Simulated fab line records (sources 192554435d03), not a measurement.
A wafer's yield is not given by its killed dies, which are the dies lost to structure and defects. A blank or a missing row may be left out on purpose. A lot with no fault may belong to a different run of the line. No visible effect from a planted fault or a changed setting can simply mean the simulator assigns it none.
fab line records	flow n5-finfet
record lots=7	wafers=21
route steps=1938 shown WELL_APT@21 FIN_SAQP@96 FIN_CUT@154 SD_EPI_N@267
start-h: the number of hours between the record's first day and the start of the first shown wafer of the lot	wait-h: hours from the lot's prior step to this one	" identical to the entry in the row above	L1.1+2: several wafers, shown together as one row	- no value, or no start was given	* or withheld: withheld	< > ~ a bound
route shown NAME@n: a module of which the file shows steps, and the number in the route of the first	usual: the fault-free wafers' mean and standard deviation	same: alike in all rows	chamber/n: place in a boat	sites: per-site readings	_std_site: the values' standard deviation	_edge_site: mean of outer sites minus mean of inner sites	radius-mm: for every site, how far away it sits from the centre of the wafer	mask NAME#n: copy n	behind: the tool/chamber that last shaped the wafer	hold: reason for holding the lot/hours on hold/outcome of the hold	device: the transistor (n, p or np) that didn't switch	end of line: the route-end tests of the same wafers	for a step that has no rows: nothing shown but its recipe	killed: dies that structure and defects cost at the first sort, which is not the same as the wafer's yield	map: shows each die of a wafer: x if killed, . if not, _ if none is there
set.NAME: the setting that was run; set.NAME@STEP: the one run at that earlier step	model.NAME: the simulator's own value behind a step, which no gauge read
one table per step and one row per wafer, for lots whose settings were changed on purpose
## steps
# step N5_WELL_APT_COAT_02
# recipe spin-rpm=1357	resist-thk-nm=950
lot.wafer	tool	chamber	start-h	wait-h	set.spin-rpm	model.coat_of_WELL_APT_COAT_02.thk-nm
L076.4	litho-track-05	0	-	-	1357	950.3
L076.5	"	0	"	"	1357	951
L076.6	"	0	"	"	1357	948.9
L077.1	litho-track-02	0	-	-	1357	947.8
L077.2	"	0	"	"	1312	965.9
L077.6	"	0	"	"	1357	949
L084.1	litho-track-03	0	-	-	1357	952.5
L084.2	"	0	"	"	1357	952.2
L084.3	"	0	"	"	1308	970
L085.3	litho-track-03	0	-	-	1228	1001
L085.5+6	"	0	"	"	1357	952.8
L090.1	litho-track-05	0	-	-	1357	945.7
L090.2	"	0	"	"	1357	947.9
L090.4	"	0	"	"	1357	945
L093.3	litho-track-03	0	-	-	1357	944.7
L093.5	"	0	"	"	1357	947.6
L093.6	"	0	"	"	1243	990.2
L097.1	litho-track-03	0	-	-	1357	947.5
L097.2	"	0	"	"	1357	951.1
L097.5	"	0	"	"	1303	970.4
# step N5_WELL_APT_PEB_06
# recipe peb-temp-c=130	peb-time-s=90
lot.wafer	tool	chamber	start-h	wait-h	set.peb-time-s
L076.4+5+6	litho-track-05	0	25.82	0.0	90
L077.1	litho-track-03	0	31.59	0.1	105.1
L077.2+6	"	0	"	"	90
L084.1	litho-track-05	0	73.63	0.1	80.18
L084.2+3	"	0	"	"	90
L085.3+5	litho-track-05	0	79.57	0.0	84.16
L085.6	"	0	"	"	90
L090.1+2+4	litho-track-05	0	109.57	0.1	90
L093.3+5	litho-track-05	0	127.57	0.0	81.84
L093.6	"	0	"	"	90
L097.1+2+5	litho-track-02	0	151.46	0.1	90
# step N5_WELL_APT_DEVELOP_07
# recipe develop-time-s=45	rinse-liquid=surfactant-rinse	dry=air-spin	dev-temp-c=21
# step N5_WELL_APT_HARDBAKE_12
# recipe temp-c=130	time-s=120
# step N5_WELL_APT_DESCUM_13
# recipe chemistry=O2	time-s=7.9	source-power-w=50	bias-power-w=20	pressure-mtorr=20	rf-frequency-hz=2.712e+07	temp-c=40	o2-flow-sccm=225
lot.wafer	tool	chamber	start-h	wait-h	set.spin-rpm@WELL_APT_COAT_02	model.coat_of_WELL_APT_COAT_02.thk-nm
L076.4	rie-diel-02	3	26.02	0.0	1357	932
L076.5	"	2	"	"	1357	932.9
L076.6	"	1	"	"	1357	930.7
L077.1	rie-diel-05	1	31.79	0.0	1357	929.7
L077.2	"	3	"	"	1312	947.8
L077.6	"	2	"	"	1357	930.9
L084.1	rie-diel-02	3	73.84	0.0	1357	934.3
L084.2	"	1	"	"	1357	934
L084.3	"	2	"	"	1308	951.9
L085.3	rie-diel-02	1	79.77	0.0	1228	982.8
L085.5	"	0	"	"	1357	934.7
L085.6	"	3	"	"	1357	934.6
L090.1	rie-diel-02	1	109.88	0.1	1357	927.6
L090.2	"	2	"	"	1357	929.8
L090.4	"	0	"	"	1357	926.8
L093.3	rie-diel-06	3	127.77	0.0	1357	926.5
L093.5	"	0	"	"	1357	929.5
L093.6	"	1	"	"	1243	972.1
L097.1	rie-diel-06	2	151.66	0.0	1357	929.3
L097.2	"	0	"	"	1357	933
L097.5	"	0	"	"	1303	952.2
# step N5_FIN_SAQP_HM_DEP_03
# recipe material=SiNx	target-thk-a=380	temp-c=400	precursor=SiH4/NH3/N2	pressure-torr=1.5	rf-w=300	time-s=33.6
lot.wafer	tool	chamber	start-h	wait-h	set.time-s	model.SiNx_of_FIN_SAQP_HM_DEP_03.thk-nm
L076.4	pecvd-03	1	33.04	0.1	33.6	37.86
L076.5	"	2	"	"	33.6	38.01
L076.6	"	0	"	"	33.6	37.35
L077.1	pecvd-03	1	38.57	0.2	33.6	37.56
L077.2	"	2	"	"	33.6	37.44
L077.6	"	2	"	"	33.6	38.06
L084.1	pecvd-02	1	80.88	0.2	33.6	37.44
L084.2	"	0	"	"	33.6	37.78
L084.3	"	2	"	"	33.6	36.67
L085.3	pecvd-01	2	86.49	0.1	33.6	37.66
L085.5	"	1	"	"	33.6	37.9
L085.6	"	0	"	"	33.6	37.48
L090.1	pecvd-01	1	117.17	0.2	33.6	37.05
L090.2	"	2	"	"	33.6	37.8
L090.4	"	0	"	"	31.24	35.79
L093.3	pecvd-03	0	136.38	0.1	33.6	37.57
L093.5	"	2	"	"	33.6	38.47
L093.6	"	0	"	"	33.6	38.05
L097.1	pecvd-03	1	159.37	0.2	38.35	43.09
L097.2	"	0	"	"	33.6	37.43
L097.5	"	0	"	"	33.6	38.36
# step N5_FIN_SAQP_THK_MEAS_05
# usual thk-nm=37.9/0.5
lot.wafer	tool	chamber	start-h	wait-h	set.time-s@FIN_SAQP_HM_DEP_03	thk-nm
L076.4	film-metro-02	-	33.10	0.0	33.6	37.9
L076.5	"	-	"	"	33.6	38.1
L076.6	"	-	"	"	33.6	37.3
L077.1	film-metro-01	-	38.68	0.1	33.6	37.5
L077.2	"	-	"	"	33.6	37.5
L077.6	"	-	"	"	33.6	38.1
L084.1	film-metro-01	-	80.97	0.1	33.6	37.5
L084.2	"	-	"	"	33.6	37.8
L084.3	"	-	"	"	33.6	36.7
L085.3	film-metro-02	-	86.58	0.1	33.6	37.6
L085.5	"	-	"	"	33.6	37.9
L085.6	"	-	"	"	33.6	37.5
L090.1	film-metro-02	-	117.26	0.1	33.6	37.1
L090.2	"	-	"	"	33.6	37.8
L090.4	"	-	"	"	31.24	35.8
L093.3	film-metro-02	-	136.47	0.1	33.6	37.6
L093.5	"	-	"	"	33.6	38.5
L093.6	"	-	"	"	33.6	38.0
L097.1	film-metro-01	-	159.46	0.1	38.35	43.1
L097.2	"	-	"	"	33.6	37.5
L097.5	"	-	"	"	33.6	38.4
# step N5_FIN_SAQP_COAT_10
# recipe resist=CAR-ArF	spin-rpm=1500	resist-thk-nm=90
lot.wafer	tool	chamber	start-h	wait-h	set.spin-rpm	model.CAR-ArF_of_FIN_SAQP_COAT_10.thk-nm
L076.4	litho-track-02	0	-	-	1500	90.44
L076.5	"	0	"	"	1500	90.16
L076.6	"	0	"	"	1500	90.01
L077.1	litho-track-01	0	-	-	1500	89.87
L077.2	"	0	"	"	1500	89.35
L077.6	"	0	"	"	1500	89.73
L084.1	litho-track-02	0	-	-	1383	93.59
L084.2	"	0	"	"	1500	89.86
L084.3	"	0	"	"	1383	93.57
L085.3	litho-track-02	0	-	-	1634	85.79
L085.5	"	0	"	"	1634	85.84
L085.6	"	0	"	"	1500	89.75
L090.1	litho-track-02	0	-	-	1632	85.97
L090.2	"	0	"	"	1500	89.81
L090.4	"	0	"	"	1632	86.07
L093.3	litho-track-02	0	-	-	1419	92.73
L093.5	"	0	"	"	1419	93.19
L093.6	"	0	"	"	1500	90.4
L097.1	litho-track-02	0	-	-	1500	89.76
L097.2	"	0	"	"	1500	89.92
L097.5	"	0	"	"	1500	90.2
# step N5_FIN_SAQP_EBR_12
# recipe solvent=PGMEA	ebr-width-mm=1.5
# step N5_FIN_SAQP_SOFTBAKE_11
# recipe temp-c=110	time-s=60	resist=CAR-ArF
# step N5_FIN_SAQP_ETCH_57
# recipe chemistry=CH3F/O2	target=SiNx	mask-material=SiO2	target-depth-a=325	time-s=46.4	pressure-mtorr=30	source-w=395	bias-w=73	Ar_flow_sccm=150	CH3F_flow_sccm=30	O2_flow_sccm=20	ion-energy-ev=120	ends=cleared
# step N5_FIN_SAQP_ETCH_65
# recipe chemistry=CF4	target=SiO2	target-depth-a=40	ion-energy-ev=350	time-s=4.4	pressure-mtorr=10	icp-w=800	bias-w=400	cf4-flow-sccm=80
# step N5_FIN_SAQP_MANDREL_ETCH_58
# recipe chemistry=HBr/Cl2	target=a-Si	target-depth-a=450	bt-time-s=10	stop-on=SiNx	mask-material=SiO2	over-etch-frac=0.8	time-s=27	pressure-mtorr=10	icp-w=800	bias-w=75	HBr_flow_sccm=150	Cl2_flow_sccm=80	ends=end-point
lot.wafer	tool	chamber	start-h	wait-h	set.time-s@FIN_SAQP_HM_DEP_03	model.SiNx_of_FIN_SAQP_HM_DEP_03.thk-nm
L076.4	rie-si-01	3	36.65	0.0	33.6	37.8
L076.5	"	2	"	"	33.6	38.01
L076.6	"	1	"	"	33.6	37.2
L077.1	rie-si-02	1	42.76	0.0	33.6	37.4
L077.2	"	2	"	"	33.6	37.44
L077.6	"	2	"	"	33.6	38.06
L084.1	rie-si-02	1	84.33	0.0	33.6	37.2
L084.2	"	3	"	"	33.6	37.78
L084.3	"	2	"	"	33.6	36.67
L085.3	rie-si-04	3	91.29	0.0	33.6	37.4
L085.5	"	3	"	"	33.6	37.8
L085.6	"	2	"	"	33.6	37.48
L090.1	rie-si-02	2	120.20	0.0	33.6	37.05
L090.2	"	0	"	"	33.6	37.8
L090.4	"	1	"	"	31.24	35.6
L093.3	rie-si-01	3	139.69	0.0	33.6	37.4
L093.5	"	1	"	"	33.6	38.4
L093.6	"	2	"	"	33.6	38.05
L097.1	rie-si-01	3	162.51	0.0	38.35	43
L097.2	"	2	"	"	33.6	37.43
L097.5	"	3	"	"	33.6	38.2
# step N5_FIN_SAQP_RECESS_63
# recipe chemistry=HF/NH3	target=SiO2	target-depth-a=180	afs-cycles=3	temp-c=30	sublimation-temp-c=180	sublimation-time-s=60
# step N5_FIN_SAQP_COAT_68
# recipe resist=SOC	temp-c=250	time-s=60	spin-rpm=1500	resist-thk-nm=100
# step N5_FIN_SAQP_MANDREL2_REMOVE_60
# recipe chemistry=HBr/Cl2/O2	bt-time-s=10	target=a-Si	stop-on=SiNx	endpoint=OES-SiCl	over-etch-frac=1	icp-w=600	bias-w=22	HBr_flow_sccm=150	Cl2_flow_sccm=80	O2_flow_sccm=5	pressure-mtorr=10
# step N5_FIN_SAQP_HM_OPEN_33
# recipe chemistry=CH3F/O2	target=SiNx	mask-material=SiO2	target-depth-a=494	time-s=70.6	pressure-mtorr=30	source-w=395	bias-w=73	Ar_flow_sccm=150	CH3F_flow_sccm=30	O2_flow_sccm=20	ion-energy-ev=120	ends=cleared
# usual etch-rf-on-time-s=68.8/1.3
lot.wafer	tool	chamber	start-h	wait-h	set.time-s@FIN_SAQP_HM_DEP_03	etch-rf-on-time-s	model.etch.depth-nm
L076.4	rie-diel-02	1	38.06	0.0	33.6	69.5	37.15
L076.5	"	0	"	"	33.6	69.0	37.39
L076.6	"	1	"	"	33.6	68.4	36.57
L077.1	rie-diel-02	1	44.33	0.2	33.6	68.8	36.69
L077.2	"	0	"	"	33.6	67.9	36.81
L077.6	"	1	"	"	33.6	70.5	37.44
L084.1	rie-diel-06	1	86.13	0.0	33.6	67.8	36.56
L084.2	"	3	"	"	33.6	68.5	37.15
L084.3	"	0	"	"	33.6	67.8	36.04
L085.3	rie-diel-02	3	92.69	0.0	33.6	68.7	36.84
L085.5	"	3	"	"	33.6	70.0	37.08
L085.6	"	2	"	"	33.6	69.8	36.86
L090.1	rie-diel-05	2	121.66	0.0	33.6	67.4	36.43
L090.2	"	1	"	"	33.6	68.0	37.1
L090.4	"	3	"	"	31.24	65.2	34.91
L093.3	rie-diel-02	2	141.12	0.0	33.6	68.8	36.86
L093.5	"	3	"	"	33.6	69.4	37.69
L093.6	"	2	"	"	33.6	69.8	37.42
L097.1	rie-diel-05	0	163.98	0.1	38.35	76.4	42.38
L097.2	"	2	"	"	33.6	68.7	36.8
L097.5	"	0	"	"	33.6	67.6	37.65
# step N5_FIN_SAQP_ETCH_34
# recipe chemistry=C4F6/O2	target=SiO2	target-depth-a=450	time-s=15	ion-energy-ev=250	pressure-mtorr=30	source-w=345	bias-w=185	Ar_flow_sccm=300	C4F6_flow_sccm=10	O2_flow_sccm=10	ends=cleared
# step N5_FIN_SAQP_STRIP_77
# recipe chemistry=N2/H2	time-s=90	power-w=100	temp-c=40	pressure-mtorr=100	rf-frequency-hz=6e+07	bias-power-w=3	n2-flow-sccm=300	h2-flow-sccm=300
# step N5_FIN_SAQP_ETCH_64
# recipe chemistry=CF4	target=SiO2	target-depth-a=15	ion-energy-ev=350	pressure-mtorr=10	icp-w=800	bias-w=400	cf4-flow-sccm=80
# step N5_FIN_SAQP_FIN_ETCH_36
# recipe chemistry=HBr/Cl2/O2	target-depth-a=1200	mask-material=SiNx	time-s=50.4	bias-w=102	pressure-mtorr=10	icp-w=800	HBr_flow_sccm=150	Cl2_flow_sccm=80	O2_flow_sccm=12
lot.wafer	tool	chamber	start-h	wait-h	set.time-s@FIN_SAQP_HM_DEP_03	model.SiNx_of_FIN_SAQP_HM_DEP_03.thk-nm
L076.4	rie-si-02	3	38.39	0.0	33.6	21.4
L076.5	"	1	"	"	33.6	21
L076.6	"	0	"	"	33.6	20.4
L077.1	rie-si-02	3	44.62	0.0	33.6	20.8
L077.2	"	2	"	"	33.6	21.2
L077.6	"	3	"	"	33.6	21.4
L084.1	rie-si-04	2	86.41	0.0	33.6	20.2
L084.2	"	1	"	"	33.6	21
L084.3	"	0	"	"	33.6	19.8
L085.3+6	rie-si-04	3,0	92.98	0.0	33.6	20.4
L085.5	"	3	"	"	33.6	20.6
L090.1	rie-si-04	2	121.94	0.0	33.6	20
L090.2	"	0	"	"	33.6	20.8
L090.4	"	1	"	"	31.24	18.8
L093.3	rie-si-04	0	141.41	0.0	33.6	20.4
L093.5	"	0	"	"	33.6	21.2
L093.6	"	3	"	"	33.6	20.8
L097.1	rie-si-02	0	164.26	0.0	38.35	26
L097.2	"	3	"	"	33.6	20.6
L097.5	"	2	"	"	33.6	21.8
# step N5_FIN_SAQP_PRECLEAN_38
# recipe chemistry=O3/DIW	time-s=45	temp-c=22	o3-ppm=10
# step N5_FIN_SAQP_PRECLEAN_45
# recipe chemistry=dHF	time-s=10	dilution=500:1	temp-c=25
lot.wafer	tool	chamber	start-h	wait-h	set.time-s@FIN_SAQP_HM_DEP_03	model.SiNx_of_FIN_SAQP_HM_DEP_03.thk-nm
L076.4	wet-bench-06	0	38.53	0.0	33.6	21.2
L076.5	"	7	"	"	33.6	20.8
L076.6	"	6	"	"	33.6	20.4
L077.1	wet-bench-02	0	44.79	0.0	33.6	20.6
L077.2	"	7	"	"	33.6	21
L077.6	"	4	"	"	33.6	21.4
L084.1	wet-bench-02	3	86.59	0.0	33.6	20.2
L084.2	"	6	"	"	33.6	21
L084.3	"	5	"	"	33.6	19.6
L085.3	wet-bench-03	2	93.16	0.0	33.6	20.2
L085.5	"	0	"	"	33.6	20.6
L085.6	"	7	"	"	33.6	20.4
L090.1	wet-bench-02	0	122.12	0.0	33.6	19.8
L090.2	"	7	"	"	33.6	20.6
L090.4	"	2	"	"	31.24	18.8
L093.3	wet-bench-02	7	141.58	0.0	33.6	20.4
L093.5	"	1	"	"	33.6	21.2
L093.6	"	0	"	"	33.6	20.6
L097.1	wet-bench-02	0	164.44	0.0	38.35	25.8
L097.2	"	6	"	"	33.6	20.6
L097.5	"	1	"	"	33.6	21.6
# step N5_FIN_CUT_COAT_18
# recipe resist=SOC	temp-c=250	time-s=60	spin-rpm=1500	resist-thk-nm=230
lot.wafer	tool	chamber	start-h	wait-h	set.spin-rpm	model.SOC_of_FIN_CUT_COAT_18.thk-nm
L076.4+6	litho-track-02	0	38.63	0.0	1500	231.4
L076.5	"	0	"	"	1500	231.2
L077.1+2	litho-track-03	0	44.90	0.0	1500	229.4
L077.6	"	0	"	"	1500	230
L084.1	litho-track-03	0	86.70	0.0	1332	244.6
L084.2	"	0	"	"	1332	244
L084.3	"	0	"	"	1500	230.4
L085.3	litho-track-02	0	93.26	0.0	1500	230.2
L085.5	"	0	"	"	1500	230.8
L085.6	"	0	"	"	1582	224.6
L090.1+2	litho-track-04	0	122.22	0.0	1500	229.6
L090.4	"	0	"	"	1642	220.2
L093.3	litho-track-02	0	141.69	0.0	1377	239.8
L093.5	"	0	"	"	1500	230.2
L093.6	"	0	"	"	1500	230.4
L097.1	litho-track-04	0	164.55	0.0	1500	230.2
L097.2	"	0	"	"	1500	230
L097.5	"	0	"	"	1402	237.6
# step N5_FIN_CUT_COAT_19
# recipe resist=SiARC	temp-c=220	time-s=60	spin-rpm=1500	resist-thk-nm=20
lot.wafer	tool	chamber	start-h	wait-h	set.time-s
L076.4+5+6	litho-track-02	0	-	-	60
L077.1+2	litho-track-03	0	-	-	65.62
L077.6	"	0	"	"	60
L084.1+2	litho-track-03	0	-	-	60
L084.3	"	0	"	"	52.88
L085.3	litho-track-02	0	-	-	63.85
L085.5+6	"	0	"	"	60
L090.1+2	litho-track-04	0	-	-	70.98
L090.4	"	0	"	"	60
L093.3+5+6	litho-track-02	0	-	-	60
L097.1+2	litho-track-04	0	-	-	72.26
L097.5	"	0	"	"	60
# step N5_FIN_CUT_COAT_29
# recipe resist=underlayer	temp-c=205	time-s=60	spin-rpm=1500	resist-thk-nm=10
# step N5_FIN_CUT_COAT_02
# recipe resist=CAR-EUV	spin-rpm=1500	resist-thk-nm=30
# step N5_FIN_CUT_ETCH_30
# recipe chemistry=N2/H2	target=underlayer	target-depth-a=130	mask-material=CAR-EUV	time-s=10.4	ion-energy-ev=200	pressure-mtorr=30	source-w=840	bias-w=150	n2-flow-sccm=200	h2-flow-sccm=200	ends=cleared
# step N5_FIN_CUT_ETCH_20
# recipe chemistry=CF4	target=SiARC	target-depth-a=260	mask-material=CAR-EUV	time-s=43.3	ion-energy-ev=80	pressure-mtorr=40	source-w=545	bias-w=36	Ar_flow_sccm=100	cf4-flow-sccm=100	ends=cleared
# step N5_FIN_CUT_ETCH_21
# recipe chemistry=N2/H2	target=SOC	target-depth-a=2190	overetch-a=438	mask-material=SiARC	temp-c=40	ion-energy-ev=100	bias-w=61	time-s=523.5	pressure-mtorr=30	source-w=850	n2-flow-sccm=200	h2-flow-sccm=200
lot.wafer	tool	chamber	start-h	wait-h	set.spin-rpm@FIN_CUT_COAT_18	model.etch.depth-nm
L076.4+5	rie-diel-04	2,0	39.24	0.0	1500	231.3
L076.6	"	1	"	"	1500	231.5
L077.1+2	rie-diel-01	2,3	45.39	0.0	1500	229.4
L077.6	"	0	"	"	1500	229.9
L084.1	rie-diel-01	2	87.48	0.0	1332	244.6
L084.2	"	1	"	"	1332	243.9
L084.3	"	3	"	"	1500	230.4
L085.3	rie-diel-04	1	93.87	0.0	1500	230.2
L085.5	"	0	"	"	1500	230.8
L085.6	"	1	"	"	1582	224.7
L090.1	rie-diel-04	0	123.19	0.0	1500	229.6
L090.2	"	1	"	"	1500	229.7
L090.4	"	2	"	"	1642	220.2
L093.3	rie-diel-01	3	142.35	0.0	1377	239.8
L093.5	"	3	"	"	1500	230.2
L093.6	"	0	"	"	1500	230.5
L097.1	rie-diel-04	0	165.35	0.0	1500	230.2
L097.2	"	3	"	"	1500	230
L097.5	"	3	"	"	1402	237.5
# step N5_SD_EPI_N_EXPOSE_06
# recipe mask-id=SD_N_BLK	na=1.35	source-shape=conventional	sigma-outer=0.8	polarization=unpolarized	target-cd-nm=120	dose-mj=39.75
lot.wafer	tool	chamber	start-h	wait-h	mask	set.dose-mj
L076.4+5+6	arfi-scanner-02	0	69.83	-	SD_N_BLK#0	39.75
L077.1+2+6	arfi-scanner-02	0	73.83	-	SD_N_BLK#0	39.75
L084.1	arfi-scanner-02	0	111.12	-	SD_N_BLK#0	39.75
L084.2+3	"	0	"	"	SD_N_BLK#0	37.01
L085.3+5	arfi-scanner-02	0	123.74	-	SD_N_BLK#0	41.59
L085.6	"	0	"	"	SD_N_BLK#0	39.75
L090.1	arfi-scanner-02	0	146.67	-	SD_N_BLK#0	39.75
L090.2+4	"	0	"	"	SD_N_BLK#0	37.6
L093.3+6	arfi-scanner-02	0	166.26	-	SD_N_BLK#0	39.75
L093.5	"	0	"	"	SD_N_BLK#0	41.03
L097.1+2+5	arfi-scanner-01	0	186.49	-	SD_N_BLK#0	39.75
## key
split step=N5_WELL_APT_COAT_02	setting=spin-rpm	stated=1357	by=wafer
response step=N5_WELL_APT_COAT_02	reading=model.coat_of_WELL_APT_COAT_02.thk-nm	change=-5.14	per=1%	r=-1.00
response step=N5_WELL_APT_DESCUM_13	reading=model.coat_of_WELL_APT_COAT_02.thk-nm	change=-5.15	per=1%	r=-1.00
split step=N5_WELL_APT_PEB_06	setting=peb-time-s	stated=90	by=wafer
response none clear
split step=N5_FIN_SAQP_HM_DEP_03	setting=time-s	stated=33.6	by=wafer
response step=N5_FIN_SAQP_HM_DEP_03	reading=model.SiNx_of_FIN_SAQP_HM_DEP_03.thk-nm	change=+0.341	per=1%	r=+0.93
response step=N5_FIN_SAQP_THK_MEAS_05	reading=thk-nm	change=*	per=1%	r=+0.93
response step=N5_FIN_SAQP_MANDREL_ETCH_58	reading=model.SiNx_of_FIN_SAQP_HM_DEP_03.thk-nm	change=+0.346	per=1%	r=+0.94
response step=N5_FIN_SAQP_HM_OPEN_33	reading=etch-rf-on-time-s	change=*	per=1%	r=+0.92
response step=N5_FIN_SAQP_HM_OPEN_33	reading=model.etch.depth-nm	change=+0.345	per=1%	r=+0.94
response step=N5_FIN_SAQP_FIN_ETCH_36	reading=model.SiNx_of_FIN_SAQP_HM_DEP_03.thk-nm	change=+0.317	per=1%	r=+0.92
response step=N5_FIN_SAQP_PRECLEAN_45	reading=model.SiNx_of_FIN_SAQP_HM_DEP_03.thk-nm	change=+0.306	per=1%	r=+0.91
split step=N5_FIN_SAQP_COAT_10	setting=spin-rpm	stated=1500	by=wafer
response step=N5_FIN_SAQP_COAT_10	reading=model.CAR-ArF_of_FIN_SAQP_COAT_10.thk-nm	change=-0.45	per=1%	r=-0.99
split step=N5_FIN_CUT_COAT_18	setting=spin-rpm	stated=1500	by=wafer
response step=N5_FIN_CUT_COAT_18	reading=model.SOC_of_FIN_CUT_COAT_18.thk-nm	change=-1.14	per=1%	r=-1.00
response step=N5_FIN_CUT_ETCH_21	reading=model.etch.depth-nm	change=-1.14	per=1%	r=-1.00
split step=N5_FIN_CUT_COAT_19	setting=time-s	stated=60	by=wafer
response none clear
split step=N5_SD_EPI_N_EXPOSE_06	setting=dose-mj	stated=39.75	by=wafer
response none in this file
